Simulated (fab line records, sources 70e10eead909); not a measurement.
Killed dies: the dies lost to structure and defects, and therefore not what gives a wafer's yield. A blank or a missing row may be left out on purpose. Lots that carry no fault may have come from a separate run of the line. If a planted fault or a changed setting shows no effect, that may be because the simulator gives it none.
Problem report, 8D (eight disciplines) form, completed by code / flow nand harc / the parts of the form that need people (team, actions taken, sign-off) are left out

1. THE PROBLEM
heater power total W at NHARC_A_CONTACT_SOFTBAKE_37 reads a mean of 314.76 W on 6 wafers of 2 lots; wafers without a fault read 188.45 W with a standard deviation of 0.14. So: +99 or more standard deviations from the usual mean.
The step: time 55 s.
The first sign was on wafer L581.2 at day 20 06:00, on litho track-04. The record has a number at this step for 42 wafers belonging to 14 lots. By rule, "out" or "out of limits" means more than 4 standard deviations away from the usual mean. The rest of the wafers with a number are treated as sound.

2. WHAT IT IS; WHAT IT IS NOT
question=which readings at this step | is=heater power total W | is not=-
question=which lots | is=L581, L582 | is not=L563, L564, L565, L566, L569, L571, L573, L576, L578, L584, L585, L586
question=which wafers of those lots | is=all that have a number | is not=-
question=read on which tools | is=litho track-04 | is not=litho track-01
question=when | is=from day 20 06:00 | is not=up to then (27 sound wafers); but 9 sound wafers of L584, L585, L586 came after

3. WHAT RULES OUT EACH SUSPECT
Counting: a tool at a process step up to the reading stays a suspect if it ran every lot that is out and no sound lot after the first of them.
- litho track-04 at NHARC_A_CONTACT_SOFTBAKE_37 (time 55 s): kept. Every lot that is out went through it, starting with L581 (day 20 06:00), and after that it ran no sound lot; the last sound lot it ran before then is L578 (day 19 16:00). Its own readings are out on those wafers: heater power total W.
Remaining after the count: litho track-04 at NHARC_A_CONTACT_SOFTBAKE_37.

4. THE CAUSE (what the simulator had put in)
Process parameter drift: litho track-04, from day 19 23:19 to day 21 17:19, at NHARC_A_CONTACT_SOFTBAKE_37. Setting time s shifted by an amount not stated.
Only this tool survived the counting.

5. THE EFFECT CHAIN, in route order
One row per reading whose mean, taken over the struck wafers that have a number, lies over 3 standard deviations from the usual. Only readings whose record carries a usual standard deviation are examined. hours: median over the lots of the time between each lot's start at the first step of this table that gives one and its start at this step. sigmas: the change, counted in usual standard deviations.
hours=0; step=NHARC_A_CONTACT_SOFTBAKE_37; reading=heater power total W; usual=188.45 W; on struck wafers=314.76; change=+126.31; sigmas=+99 or more
It contains these process steps:
- NHARC_A_CONTACT_SOFTBAKE_37: time 55 s.
At these later measuring or inspecting steps, every struck wafer for which the step has a row has a number for every such reading, and none has moved that far: NHARC_A_CONTACT_CD_MEAS_42, NHARC_A_CONTACT_OVL_MEAS_43.

6. WHAT WOULD HAVE CAUGHT IT SOONER
First out-of-limits reading in this record: day 20 06:00, which is 7 hours after fault onset at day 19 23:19.
